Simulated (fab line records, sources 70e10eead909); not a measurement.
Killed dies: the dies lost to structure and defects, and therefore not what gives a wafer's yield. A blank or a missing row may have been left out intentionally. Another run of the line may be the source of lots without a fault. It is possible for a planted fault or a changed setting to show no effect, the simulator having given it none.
Comparing a struck lot with a sound one    flow nand-harc    42 steps out of a route of 1302
Sound: these wafers, L674.1, L674.2, L674.6. Struck: wafers L684.1, L684.3. (L684.2 of the same lot was not struck and is left out.) The cause comes at the end.
Order at every step that has rows: each side's tool, ch and its chambers, its first start. Under that, the readings that differ: sound wafers    struck wafers    difference of the means    sigmas: that difference in standard deviations of wafers without a fault.
alike: readings with means less than 2 such deviations apart, plus words and numbers identical on both sides. not compared: withheld readings, readings lacking a value on some wafer, bounds such as >300 that could conceal the same value, and numbers that have no deviation in the record and whose values overlap.
The two part at a step that has a row with sigmas, a row that says differs or no value, or rows on one side only. Non-overlapping numbers with no deviation appear without sigmas and do not part them. A reading that every wafer of one side lacks parts them only if that side has two wafers or more.

first, 1 step without rows for these wafers: NHARC_P_STI_HARDBAKE_13 (time 65 s).
NHARC_P_STI_DESCUM_14: chemistry O2, time 3 s.
  sound on rie-diel-02 ch 0,1, day 4 02:49; struck on rie-diel-02 ch 2,3, day 8 05:12
  alike: drypump-motor-current-A, oes-product-au, rf-vpp-V, showerhead-plenum-p-Torr, throttle-valve-pct
  not compared: rf-hours-counter-h
NHARC_P_STI_ETCH_42: etches the open film in N2/H2, target depth 80 nm, overetch 24 nm, time 61 s.
  sound on rie-diel-02 ch 1,2,3, day 4 02:54; struck on rie-diel-02 ch 0,1, day 8 05:17
  alike: drypump-motor-current-A, oes-product-au, rf-vpp-V, showerhead-plenum-p-Torr, throttle-valve-pct
  not compared: rf-hours-counter-h
NHARC_P_STI_ETCH_31: etches the open film in CF4/CHF3, target depth 108.9 nm, time 54.5 s.
  sound: rie-diel-02 ch 0,2; struck: rie-diel-02 ch 1,2
  alike: drypump-motor-current-A, oes-product-au, rf-vpp-V, showerhead-plenum-p-Torr, throttle-valve-pct
  not compared: rf-hours-counter-h
then, 1 step without rows for these wafers: NHARC_P_STI_ETCH_15 (etches the open film in HBr/Cl2, target depth 300 nm, time 100.1 s).
NHARC_P_STI_CD_MEAS_16:
  sound: cd-sem-01 at day 4 03:17; struck: cd-sem-01 at day 8 05:38
  alike: cd-nm
NHARC_P_STI_OCD_MEAS_17:
  sound: ocd-02 at day 4 03:22; struck: ocd-02 at day 8 05:43
reading                 sound              struck       difference  sigmas
trench-foot-cd-nm (nm)  159.7 160.3 159.6  151.8 154.4  -6.8        -3
  alike: trench-depth-nm
then, 3 steps without rows for these wafers: NHARC_P_STI_STRIP_19 (strips in SPM, time 900 s); NHARC_P_STI_PRECLEAN_32 (cleans in SC1); NHARC_P_STI_SRD_23.
NHARC_P_STI_OCD_MEAS_43:
  sound: ocd-01 at day 4 03:52; struck: ocd-01 at day 8 06:14
reading                 sound              struck       difference  sigmas
trench-foot-cd-nm (nm)  160.4 160.3 159.2  152.2 153.5  -7.1        -3
  alike: trench-depth-nm
then, 1 step without rows for these wafers: NHARC_P_STI_OXIDE_33 (material SiO2, target thk 10 nm, ox time 281 s).
NHARC_P_STI_HDPCVD_20: deposits SiO2.
  sound on hdpcvd-01 ch 0,1, day 4 11:34; struck on hdpcvd-01 ch 0,1, day 8 15:27
then, 1 step without rows for these wafers: NHARC_P_STI_ANNEAL_34 (time 1800 s).
NHARC_P_STI_CMP_21: polishes, t overpolish 20 s, target thk 380.67 nm.
  sound on cmp-01 ch 1,2,3, day 4 20:41; struck on cmp-02 ch 0,3, day 9 00:37
  alike: motor-current-A, overpolish-run-s
then, 7 steps without rows for these wafers: NHARC_P_STI_SRD_35; NHARC_P_STI_ETCH_36 (etches SiO2 in dHF, target depth 38.8 nm); NHARC_P_STI_STRIP_24 (strips Si3N4 in H3PO4); NHARC_P_STI_ETCH_37 (etches SiO2 in dHF, target depth 11 nm); NHARC_P_STI_PRECLEAN_38 (cleans in SC1); NHARC_P_STI_SRD_39; NHARC_P_STI_OXIDE_40 (material SiO2, target thk 10 nm, ox time 1362 s).
NHARC_P_STI_INSPECT_25:
  sound: defect-inspect-02 at day 5 08:03; struck: defect-inspect-01 at day 9 08:18
  alike: raw-defect-count
then, 12 steps without rows for these wafers: NHARC_P_GATE_ETCH_69 (etches SiO2 in dHF, target depth 14 nm); NHARC_P_GATE_PRECLEAN_70 (cleans in SC1); NHARC_P_GATE_SRD_01; NHARC_P_GATE_OXIDE_02 (material SiO2, target thk 37.5 nm, ox time 365 s); NHARC_P_GATE_DEHYDRATE_03 (time 120 s); NHARC_P_GATE_HMDS_04 (time 30 s); NHARC_P_GATE_COAT_05; NHARC_P_GATE_SOFTBAKE_06 (time 95 s); NHARC_P_GATE_EBR_07; NHARC_P_GATE_EXPOSE_08 (exposes mask P HV); NHARC_P_GATE_PEB_09 (peb time 85 s); NHARC_P_GATE_DEVELOP_10 (time 70 s).
NHARC_P_GATE_CD_MEAS_11 targets a cd of 1640 nm.
  the record has rows for the sound wafers here (cd-sem-01 ch 0, day 5 16:22) and none for the struck ones
then, 1 step without rows for these wafers: NHARC_P_GATE_HARDBAKE_12 (time 80 s).
NHARC_P_GATE_DESCUM_13: chemistry O2, time 3 s.
  the record has rows for the sound wafers here (rie-diel-06 ch 2,3, day 5 16:31) and none for the struck ones
then, 3 steps without rows for these wafers: NHARC_P_GATE_ETCH_14 (etches SiO2 in dHF, target depth 48.8 nm); NHARC_P_GATE_STRIP_15 (strips in SPM, time 780 s); NHARC_P_GATE_PRECLEAN_71 (cleans in SC1).
-- record jumps: 21 days between struck wafers' starts before vs after; left off in module P_GATE, resumes in module END, first step shown is number 1302 of the route --
NHARC_END_SORT_01:
  at this point the record logs the struck wafers (prober-01 ch 0, day 30 02:27) and has no rows for the sound ones

WHERE THEY PART
Last at NHARC_END_SORT_01 as far as this record goes, first at NHARC_P_STI_OCD_MEAS_17.

WHY: whatever the simulator had introduced
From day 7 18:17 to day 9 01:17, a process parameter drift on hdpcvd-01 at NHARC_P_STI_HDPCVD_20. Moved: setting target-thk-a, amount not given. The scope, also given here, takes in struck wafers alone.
